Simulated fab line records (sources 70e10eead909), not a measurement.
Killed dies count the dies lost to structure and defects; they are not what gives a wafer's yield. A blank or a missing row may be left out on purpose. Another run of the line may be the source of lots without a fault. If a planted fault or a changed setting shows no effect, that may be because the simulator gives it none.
Check for tools in common -- flow nandHarc -- Sampled: 14 lots, 42 wafers

THE REASON FOR OPENING IT
Flagged at NHARC_THIN_TSV_THK_MEAS_02: reading thkNm, on 2 of 14 lots. Wafers without a fault read 3030 nm, standard deviation 200.
Rule: a lot is flagged in two cases, either no wafer of it has a number, or all its wafers with numbers fall more than 4 standard deviations from that mean. As for the other lots, they are considered sound.

lot,measured,on,"thkNm (nm), wafer by wafer",flag
L675,day 23 16:46,filmMetro-01,3248 2954 2944,
L676,day 24 01:47,filmMetro-01,2886 3286 3006,
L679,day 24 21:11,filmMetro-01,3031 2977 2693,
L678,day 24 22:23,filmMetro-02,3194 3184 2994,
L681,day 25 23:44,filmMetro-01,2939 2765 2608,
L684,day 26 23:53,filmMetro-02,2856 2920 2946,
L682,day 27 01:05,filmMetro-01,2911 2835 3133,
L691,day 30 20:59,filmMetro-02,6027 5900 6128,FLAGGED
L692,day 30 22:11,filmMetro-01,6086 6219 6216,FLAGGED
L694,day 31 13:02,filmMetro-02,3039 2981 2947,
L693,day 31 14:14,filmMetro-02,3008 2738 3213,
L696,day 32 11:55,filmMetro-02,3212 2837 3076,
L697,day 32 19:07,filmMetro-02,3316 3104 3072,
L698,day 33 09:45,filmMetro-02,3302 2963 3243,
On average the flagged lots' numbers are 6096 nm, which is +3066 nm against the usual, or +15 standard deviations.

LOT BY LOT: THE TOOL USED
2 process steps preceding the reading are held in the record, out of 1302 steps in the route. Read each cell as the tool, then ch plus the chambers that the sampled wafers visited, then the start.
lot,flag,NHARC_A_BONDPAD_PRE_CLEAN_26,NHARC_THIN_TSV_CMP_01
L675,,"pvdSputter-01, day 23 16:31 or earlier","cmp-01 ch 0,2,3, day 23 16:31"
L676,,"pvdSputter-01, day 24 01:31 or earlier","cmp-04 ch 0,2,3, day 24 01:31"
L679,,"pvdSputter-01, day 24 20:55 or earlier","cmp-04 ch 0,1,2, day 24 20:55"
L678,,"pvdSputter-02, day 24 22:11 or earlier","cmp-04 ch 0,1,3, day 24 22:11"
L681,,"pvdSputter-03, day 25 23:29 or earlier","cmp-04 ch 0,2, day 25 23:29"
L684,,"pvdSputter-02, day 26 23:38 or earlier","cmp-04 ch 0,1,3, day 26 23:38"
L682,,"pvdSputter-03, day 27 00:49 or earlier","cmp-01 ch 0,3, day 27 00:49"
L691,FLAGGED,"pvdSputter-03, day 30 20:43 or earlier","cmp-02 ch 0,1,2, day 30 20:43"
L692,FLAGGED,"pvdSputter-02, day 30 21:55 or earlier","cmp-01 ch 0,2,3, day 30 21:55"
L694,,"pvdSputter-02, day 31 12:46 or earlier","cmp-02 ch 0,1, day 31 12:46"
L693,,"pvdSputter-03, day 31 13:59 or earlier","cmp-02 ch 1,3, day 31 13:59"
L696,,"pvdSputter-03, day 32 11:39 or earlier","cmp-04 ch 1,2, day 32 11:39"
L697,,"pvdSputter-03, day 32 18:52 or earlier","cmp-04 ch 1,2, day 32 18:52"
L698,,"pvdSputter-03, day 33 09:29 or earlier","cmp-04 ch 0,1,2, day 33 09:29"
What is done by these steps:
- NHARC_A_BONDPAD_PRE_CLEAN_26: time 30 s.
- NHARC_THIN_TSV_CMP_01: polishes.
- NHARC_THIN_TSV_THK_MEAS_02: measures by ir.

FLAGGED AGAINST TOTAL, ONE TOOL AT A TIME (gauges that did the reading follow at the end)
step,tool,lots run,flagged,share of the flagged lots,sound lots run after its first flagged lot
NHARC_A_BONDPAD_PRE_CLEAN_26,pvdSputter-01,3,0,none,-
NHARC_A_BONDPAD_PRE_CLEAN_26,pvdSputter-02,4,1,some,1 (L694)
NHARC_A_BONDPAD_PRE_CLEAN_26,pvdSputter-03,7,1,some,"4 (L693,L696,L697,L698)"
NHARC_THIN_TSV_CMP_01,cmp-01,3,1,some,0
NHARC_THIN_TSV_CMP_01,cmp-02,3,1,some,"2 (L694,L693)"
NHARC_THIN_TSV_CMP_01,cmp-04,8,0,none,-
NHARC_THIN_TSV_THK_MEAS_02,filmMetro-01,6,1,some,0
NHARC_THIN_TSV_THK_MEAS_02,filmMetro-02,8,1,some,"5 (L694,L693,L696,L697,L698)"
NHARC_A_BONDPAD_PRE_CLEAN_26 gives no start for some lots, so the hours and the order of its lots are those of NHARC_THIN_TSV_CMP_01.

WHAT THE TABLE ALLOWS
No row of the table ran every flagged lot.

WHAT WAS PUT IN BY THE SIMULATOR
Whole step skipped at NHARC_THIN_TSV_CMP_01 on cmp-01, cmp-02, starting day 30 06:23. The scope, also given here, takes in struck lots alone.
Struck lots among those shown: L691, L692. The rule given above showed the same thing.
